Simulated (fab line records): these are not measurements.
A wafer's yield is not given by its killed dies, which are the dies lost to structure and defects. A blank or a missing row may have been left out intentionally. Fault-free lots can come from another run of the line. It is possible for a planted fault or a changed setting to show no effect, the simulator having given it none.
Which of the tools did it?    flow n5 finfet    72 wafers from 24 lots sampled at 6 of the route's 1938 steps

## WHAT THE GAUGES READ, wafer by wafer
N5_BEOL_M14_INSPECT_12: inspects for defects (macro). Usual: 2.1 for raw defect count, sd 1.5.
lot   measured      on                 raw defect count  flag
L075  day 12 17:13  defect inspect-01  0 2 2             
L074  day 12 18:45  defect inspect-01  4 1 2             
L077  day 13 00:49  defect inspect-02  3 2 2             
L078  day 13 01:43  defect inspect-02  2 0 5             
L076  day 13 13:37  defect inspect-01  4 0 3             
L080  day 13 17:05  defect inspect-02  4 0 4             
L079  day 13 19:40  defect inspect-01  2 2 1             
L081  day 14 03:19  defect inspect-01  3 3 2             
L082  day 14 23:43  defect inspect-02  2 1 3             
L083  day 15 01:52  defect inspect-02  3 1 5             
L085  day 15 03:12  defect inspect-01  3 1 0             
L086  day 15 03:43  defect inspect-01  1 3 3             
L084  day 15 19:07  defect inspect-01  2 3 1             
L087  day 16 03:31  defect inspect-01  3 0 1             
L088  day 16 13:24  defect inspect-02  1 1 1             
L091  day 16 16:02  defect inspect-01  3 2 0             
L090  day 17 00:37  defect inspect-01  3 3 2             
L093  day 17 01:19  defect inspect-02  1 2 1             
L089  day 17 02:54  defect inspect-02  4 2 0             
L092  day 17 13:17  defect inspect-01  6 1 2             
L094  day 18 02:51  defect inspect-01  5 2 2             
L095  day 18 10:48  defect inspect-01  0 3 2             
L096  day 18 10:58  defect inspect-01  4 0 2             
L097  day 18 13:49  defect inspect-02  1 0 2             

N5_BEOL_M14_OVL_MEAS_29. Usual: M14_OVL -2 nm, standard deviation 4.4.
lot   measured      on          M14_OVL (nm)  flag
L075  day 12 18:10  overlay-01  -8 -7 -5      
L074  day 12 19:42  overlay-01  -3 -1 4       
L077  day 13 01:43  overlay-01  -9 0 -3       
L078  day 13 02:40  overlay-01  -4 -2 -3      
L076  day 13 14:31  overlay-02  0 -3 -3       
L080  day 13 17:55  overlay-02  -3 -2 9       
L079  day 13 20:29  overlay-01  -10 -8 -2     
L081  day 14 04:11  overlay-02  1 -3 1        
L082  day 15 11:51  overlay-01  2 -5 0        
L083  day 15 13:37  overlay-01  0 -1 -2       
L085  day 15 14:23  overlay-01  -4 -13 -6     
L086  day 15 14:34  overlay-02  -2 -3 -4      
L084  day 15 20:57  overlay-02  -2 -3 -5      
L087  day 16 04:20  overlay-02  -6 -6 -3      
L088  day 16 14:26  overlay-01  2 1 -1        
L091  day 16 16:56  overlay-02  -7 -6 -4      
L090  day 17 01:26  overlay-01  -1 -2 2       
L093  day 17 02:17  overlay-02  3 1 -1        
L089  day 17 03:51  overlay-01  -4 -4 -3      
L092  day 17 14:13  overlay-02  0 1 -1        
L094  day 18 03:41  overlay-02  3 1 5         
L095  day 18 11:37  overlay-01  -1 -3 5       
L096  day 18 11:55  overlay-02  -7 -7 -3      
L097  day 18 15:28  overlay-01  1 1 5         

N5_BEOL_M14_THK_MEAS_50: measures by xrf. Usual: M14_THK 559 nm, standard deviation 15.
lot   measured      on             M14_THK (nm)  flag
L075  day 12 22:03  film metro-01  547 531 548   
L074  day 12 22:19  film metro-02  529 562 574   
L077  day 13 05:50  film metro-02  550 562 565   
L078  day 13 05:52  film metro-01  536 552 554   
L076  day 13 21:59  film metro-01  570 525 559   
L080  day 14 00:33  film metro-02  549 564 571   
L079  day 14 05:16  film metro-01  575 569 578   
L081  day 14 07:24  film metro-01  530 582 527   
L082  day 15 17:17  film metro-01  580 578 568   
L083  day 15 19:10  film metro-01  572 560 555   
L085  day 15 19:46  film metro-02  549 555 570   
L086  day 15 20:27  film metro-02  569 575 570   
L084  day 16 03:34  film metro-02  581 553 558   
L087  day 16 07:20  film metro-01  545 545 560   
L088  day 16 23:34  film metro-01  585 552 554   
L091  day 17 00:17  film metro-01  569 560 537   
L090  day 17 07:55  film metro-02  568 535 540   
L093  day 17 08:14  film metro-02  563 578 547   
L089  day 17 11:24  film metro-02  555 571 554   
L092  day 17 18:15  film metro-02  578 580 560   
L094  day 18 06:09  film metro-02  578 555 559   
L095  day 18 14:00  film metro-01  556 573 554   
L096  day 18 14:25  film metro-02  552 572 553   
L097  day 18 20:57  film metro-02  564 577 564   

N5_BEOL_M15_CD_MEAS_28 targets a cd of 407.6 nm. Usual: 408.1 nm for cd nm, sd 1.8.
lot   measured      on         cd nm (nm)         flag
L075  day 13 02:28  cd sem-01  408.2 407.6 409.5  
L074  day 13 03:15  cd sem-03  407.7 407.5 406.2  
L077  day 13 08:28  cd sem-02  406.4 409.3 407.3  
L078  day 13 08:17  cd sem-03  409.8 412.1 409.5  
L076  day 14 00:25  cd sem-02  407.1 410.6 411.1  
L080  day 14 02:53  cd sem-01  407.5 408.7 410.4  
L079  day 14 07:44  cd sem-01  408.0 409.3 411.0  
L081  day 14 10:01  cd sem-03  410.7 410.8 407.3  
L082  day 15 19:29  cd sem-02  409.6 408.1 410.3  
L083  day 15 21:38  cd sem-01  407.5 407.6 407.4  
L085  day 15 22:44  cd sem-03  409.6 411.3 409.9  
L086  day 15 23:02  cd sem-03  408.8 410.2 411.0  
L084  day 16 06:04  cd sem-01  411.3 404.7 407.8  
L087  day 16 09:35  cd sem-02  406.8 407.3 409.5  
L088  day 17 02:04  cd sem-01  405.3 406.2 405.9  
L091  day 17 02:37  cd sem-03  407.0 408.7 408.4  
L090  day 17 11:05  cd sem-01  406.5 407.7 408.9  
L093  day 17 11:43  cd sem-03  406.1 407.5 407.2  
L089  day 17 14:37  cd sem-01  409.6 405.9 406.2  
L092  day 17 21:47  cd sem-01  410.0 408.8 407.8  
L094  day 18 10:58  cd sem-01  405.1 406.6 408.5  
L095  day 18 18:09  cd sem-02  409.7 410.3 408.8  
L096  day 18 18:48  cd sem-01  407.1 408.7 409.3  
L097  day 18 23:12  cd sem-03  408.1 407.4 405.5  

## TOOL THAT RAN EACH LOT (tool first, then ch and the chambers of the sampled wafers, then the start)
lot   N5_BEOL_M14_DESCUM_15               N5_BEOL_M15_STRIP_64
L075  rie diel-05 ch 1,2, day 12 17:14    rie diel-01 ch 1,2,3, day 13 02:28 or earlier
L074  rie diel-05 ch 1,2,3, day 12 18:47  rie diel-06 ch 0,3, day 13 03:15 or earlier
L077  rie diel-02 ch 1,2, day 13 00:55    rie diel-01 ch 0,1,2, day 13 08:28 or earlier
L078  rie diel-05 ch 0,1, day 13 01:46    rie diel-06 ch 0,2,3, day 13 08:17 or earlier
L076  rie diel-02 ch 1,2, day 13 13:38    rie diel-01 ch 0,1,3, day 14 00:25 or earlier
L080  rie diel-04 ch 0,2,3, day 13 17:07  rie diel-03 ch 0,1,2, day 14 02:53 or earlier
L079  rie diel-02 ch 1,2, day 13 19:41    rie diel-06 ch 2,3, day 14 07:44 or earlier
L081  rie diel-05 ch 2,3, day 14 03:23    rie diel-06 ch 0,1, day 14 10:01 or earlier
L082  rie diel-02 ch 0,2,3, day 15 11:03  rie diel-06 ch 1,2,3, day 15 19:29 or earlier
L083  rie diel-02 ch 0,3, day 15 12:49    rie diel-03 ch 0,1,2, day 15 21:38 or earlier
L085  rie diel-05 ch 0,1, day 15 13:28    rie diel-01 ch 1,2, day 15 22:44 or earlier
L086  rie diel-04 ch 0,2,3, day 15 13:46  rie diel-03 ch 0,1,2, day 15 23:02 or earlier
L084  rie diel-05 ch 0,3, day 15 20:02    rie diel-01 ch 0,2,3, day 16 06:04 or earlier
L087  rie diel-02 ch 1,2,3, day 16 03:32  rie diel-01 ch 0,3, day 16 09:35 or earlier
L088  rie diel-05 ch 0,1,2, day 16 13:39  rie diel-03 ch 0,1,3, day 17 02:04 or earlier
L091  rie diel-04 ch 1,2,3, day 16 16:09  rie diel-01 ch 2,3, day 17 02:37 or earlier
L090  rie diel-04 ch 0,1, day 17 00:39    rie diel-01 ch 0,3, day 17 11:05 or earlier
L093  rie diel-05 ch 0,1, day 17 01:21    rie diel-06 ch 1,2, day 17 11:43 or earlier
L089  rie diel-02 ch 0,3, day 17 02:56    rie diel-06 ch 2,3, day 17 14:37 or earlier
L092  rie diel-02 ch 0,1,2, day 17 13:24  rie diel-01 ch 0,2,3, day 17 21:47 or earlier
L094  rie diel-02 ch 0,1,2, day 18 02:53  rie diel-01 ch 1,3, day 18 10:58 or earlier
L095  rie diel-05 ch 1,2, day 18 10:50    rie diel-01 ch 2,3, day 18 18:09 or earlier
L096  rie diel-04 ch 2,3, day 18 10:59    rie diel-06 ch 0,2,3, day 18 18:48 or earlier
L097  rie diel-04 ch 0,2, day 18 14:33    rie diel-01 ch 1,2, day 18 23:12 or earlier
- N5_BEOL_M14_DESCUM_15: chemistry O2, time 7.9 s.
- N5_BEOL_M15_STRIP_64: strips in O2.

## WHAT THE TOOLS THEMSELVES READ (means of the sampled wafers that have a number; where no wafer has one, the mark that the record gives instead)
N5_BEOL_M14_DESCUM_15. Usual: drypump motor current A 5.8 A, standard deviation 0.43; oes product au 0.83 a.u., standard deviation 0.1; rf vpp V 243.8 V, standard deviation 1.5; showerhead plenum p Torr 2.13 Torr, standard deviation 0.078; throttle valve pct 20.40 %, standard deviation 0.26.
lot   tool         drypump motor current A (A)  oes product au (a.u.)  rf vpp V (V)  showerhead plenum p Torr (Torr)  throttle valve pct (%)  flag
L075  rie diel-05  5.8                          0.79                   244.7         2.19                             20.44                   
L074  rie diel-05  6.0                          0.79                   244.7         2.15                             20.42                   
L077  rie diel-02  6.0                          0.71                   244.7         2.17                             20.63                   
L078  rie diel-05  5.9                          0.76                   243.6         2.12                             20.74                   
L076  rie diel-02  6.2                          0.74                   244.7         2.19                             20.58                   
L080  rie diel-04  5.8                          0.81                   242.6         2.04                             20.39                   
L079  rie diel-02  6.0                          0.71                   244.3         2.17                             20.65                   
L081  rie diel-05  5.7                          0.70                   244.7         2.13                             20.52                   
L082  rie diel-02  5.7                          0.85                   245.2         2.15                             20.23                   
L083  rie diel-02  5.5                          0.88                   244.5         2.16                             20.10                   
L085  rie diel-05  6.2                          0.93                   245.0         2.16                             20.38                   
L086  rie diel-04  5.8                          0.79                   242.4         2.04                             20.42                   
L084  rie diel-05  5.9                          0.79                   242.2         2.05                             20.54                   
L087  rie diel-02  5.7                          0.89                   243.0         2.13                             20.27                   
L088  rie diel-05  5.9                          0.92                   243.3         2.14                             20.31                   
L091  rie diel-04  5.7                          0.92                   243.7         2.18                             20.47                   
L090  rie diel-04  5.4                          0.84                   243.2         2.11                             20.59                   
L093  rie diel-05  5.9                          0.91                   243.2         2.11                             20.48                   
L089  rie diel-02  5.2                          0.87                   244.3         2.09                             20.07                   
L092  rie diel-02  6.0                          0.85                   245.4         2.19                             20.34                   
L094  rie diel-02  6.0                          0.84                   244.6         2.18                             20.36                   
L095  rie diel-05  6.2                          0.87                   244.0         2.19                             20.25                   
L096  rie diel-04  5.8                          0.89                   244.3         2.17                             20.47                   
L097  rie diel-04  5.8                          0.79                   243.3         2.07                             20.13                   

N5_BEOL_M15_STRIP_64. Usual: drypump motor current A 5.8 A, standard deviation 0.47; oes product au 0.76 a.u., standard deviation 0.074; rf vpp V 3.7 V, standard deviation 0.48; showerhead plenum p Torr 2.11 Torr, standard deviation 0.067; throttle valve pct 16.72 %, standard deviation 0.25.
lot   tool         drypump motor current A (A)  oes product au (a.u.)  rf vpp V (V)  showerhead plenum p Torr (Torr)  throttle valve pct (%)  flag
L075  rie diel-01  6.0                          0.75                   3.8           2.08                             16.73                   
L074  rie diel-06  6.4                          0.82                   4.1           2.11                             16.33                   
L077  rie diel-01  5.9                          0.71                   3.4           2.10                             16.93                   
L078  rie diel-06  6.2                          0.76                   3.9           2.12                             16.49                   
L076  rie diel-01  6.0                          0.73                   3.8           2.04                             16.81                   
L080  rie diel-03  5.2                          0.81                   3.8           2.09                             16.75                   
L079  rie diel-06  6.0                          0.72                   3.8           2.13                             16.67                   
L081  rie diel-06  6.1                          0.86                   3.6           2.12                             16.34                   
L082  rie diel-06  5.7                          0.75                   3.4           2.13                             16.74                   
L083  rie diel-03  5.2                          0.80                   3.8           2.09                             16.76                   
L085  rie diel-01  5.8                          0.71                   3.8           2.13                             16.90                   
L086  rie diel-03  5.2                          0.80                   3.6           2.08                             16.76                   
L084  rie diel-01  6.1                          0.73                   4.3           2.11                             16.81                   
L087  rie diel-01  6.1                          0.72                   3.5           2.07                             16.88                   
L088  rie diel-03  5.1                          0.78                   3.7           2.05                             16.81                   
L091  rie diel-01  6.0                          0.75                   3.2           2.14                             16.75                   
L090  rie diel-01  6.2                          0.74                   3.9           2.05                             16.70                   
L093  rie diel-06  5.7                          0.74                   3.5           2.13                             16.72                   
L089  rie diel-06  6.0                          0.70                   3.4           2.11                             16.74                   
L092  rie diel-01  6.0                          0.72                   3.8           2.10                             16.84                   
L094  rie diel-01  6.1                          0.85                   3.7           2.10                             16.51                   
L095  rie diel-01  6.0                          0.73                   3.7           2.13                             16.80                   
L096  rie diel-06  6.2                          0.72                   3.4           2.11                             16.58                   
L097  rie diel-01  5.9                          0.79                   3.9           2.20                             16.80                   

## THE ANSWER, worked out from the rows above alone
Rule: a lot is off if the mean of its wafers that have a number lies more than 3 standard deviations from the usual mean. Also off: a lot with no number at a reading for which 4 or more lots have one. All remaining lots with rows at the step are treated as sound. After the gauges, taken in route order, come the tools' own readings; for these a lot's mean is taken, as printed above. The first step at which some lot is off is used, and at that step the reading that is off furthest; a lot without a number counts as furthest.
None of the lots is off at any reading shown; this tells nothing.

## WHAT THE SIMULATOR HAD INSERTED
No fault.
